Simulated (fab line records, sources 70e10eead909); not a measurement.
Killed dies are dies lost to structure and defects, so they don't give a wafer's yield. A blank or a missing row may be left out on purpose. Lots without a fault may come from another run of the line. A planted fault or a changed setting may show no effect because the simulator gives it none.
A struck lot beside a sound one | flow nand_harc | 15 steps out of a route of 1302
Sound: wafers L457.2, L457.4, L457.5. Struck: wafers L470.1, L470.3, L470.6. The cause comes at the end.
At each step with rows: each side's tool, then ch and its chambers, then its first start. Under that, the readings that differ: sound wafers | struck wafers | difference of the means | sigmas: that difference in standard deviations of wafers without a fault.
alike: readings whose means differ by less than 2 such deviations, and words and numbers that are the same on both sides. not compared: withheld readings, readings that some wafer has no value for, bounds like >300 that may hide the same value, and numbers for which the record gives no deviation and whose values overlap.
The two part at a step that has a row with sigmas, a row that says differs or no value, or rows on one side only. Numbers that don't overlap but have no deviation are shown without sigmas and don't part them. A reading that every wafer of one side lacks parts them only if that side has two wafers or more.

first, 2 steps without rows for these wafers: NHARC_THIN_TSV_PEB_10 (peb time 85 s); NHARC_THIN_TSV_DEVELOP_11 (time 70 s).
NHARC_THIN_TSV_CD_MEAS_12: target cd 1000 nm.
  sound on cd_sem-01 ch 0, day 24 23:25; struck on cd_sem-01 ch 0, day 30 19:49
  alike: cd_nm
then, 1 step without rows for these wafers: NHARC_THIN_TSV_HARDBAKE_13 (time 80 s).
NHARC_THIN_TSV_DESCUM_14: chemistry O2, time 3 s.
  sound on rie_diel-10 ch 1,2,3, day 24 23:35; struck on rie_diel-09 ch 0,2, day 30 19:59
  alike: drypump_motor_current_A, oes_product_au, rf_vpp_V, showerhead_plenum_p_Torr, throttle_valve_pct
  not compared: rf_hours_counter_h
NHARC_THIN_TSV_ETCH_44: etches the open film in CF4/O2, target depth 1594.2 nm, time 797.1 s.
  sound on rie_diel-10 ch 1,2, day 24 23:43; struck on rie_diel-09 ch 0,2, day 30 20:04
  alike: drypump_motor_current_A, oes_product_au, rf_vpp_V, showerhead_plenum_p_Torr, throttle_valve_pct
  not compared: rf_hours_counter_h
then, 1 step without rows for these wafers: NHARC_THIN_TSV_ETCH_15 (target depth 3000 nm, bosch target overetch cycles 2, bosch etch step 2.8 s).
NHARC_THIN_TSV_CD_MEAS_16:
  sound on cd_sem-02, day 25 00:23; struck on cd_sem-03, day 30 20:47
  alike: cd_nm
NHARC_THIN_TSV_STRIP_45: strips in O2.
  sound on plasma_asher-01 ch 0, day 25 00:30; struck on plasma_asher-02 ch 0,1, day 30 20:52
  alike: drypump_motor_current_A, heater_power_w
  not compared: rf_hours_counter_h
then, 1 step without rows for these wafers: NHARC_THIN_TSV_STRIP_46 (strips in post etch residue remover, time 1200 s).
NHARC_THIN_TSV_DEP_47: deposits SiO2, target thk 200 nm.
  sound on pecvd-01 ch 0,1,2, day 25 01:18; struck on pecvd-01 ch 0,1, day 30 21:40
  alike: chamber_pressure_Torr, throttle_valve_pct
then, 1 step without rows for these wafers: NHARC_THIN_TSV_ETCHBACK_48 (etches the open film in C4F8/Ar, target depth 1028.5 nm, time 405.17 s).
NHARC_THIN_TSV_STRIP_62: strips in N2/H2, time 20 s.
  sound on plasma_asher-02 ch 0,1, day 25 02:01; struck on plasma_asher-01 ch 0,1, day 30 22:25
  no value came back on the struck wafers for drypump_motor_current_A (A), heater_power_w (W); on the sound wafers drypump_motor_current_A (A) reads 5.3 5.3 6.1
  not compared: rf_hours_counter_h
NHARC_THIN_TSV_DEGAS_49: time 120 s.
  sound on pvd_sputter-03, day 25 02:11; struck on pvd_sputter-01, day 30 22:35
  alike: heater_power_w
NHARC_END_SORT_01:
  the record has rows for the struck wafers here (prober-01 ch 0, day 31 12:05) and none for the sound ones

WHERE THEY PART
First at NHARC_THIN_TSV_STRIP_62; last, within this record, at NHARC_END_SORT_01.

WHY: what the simulator had put in
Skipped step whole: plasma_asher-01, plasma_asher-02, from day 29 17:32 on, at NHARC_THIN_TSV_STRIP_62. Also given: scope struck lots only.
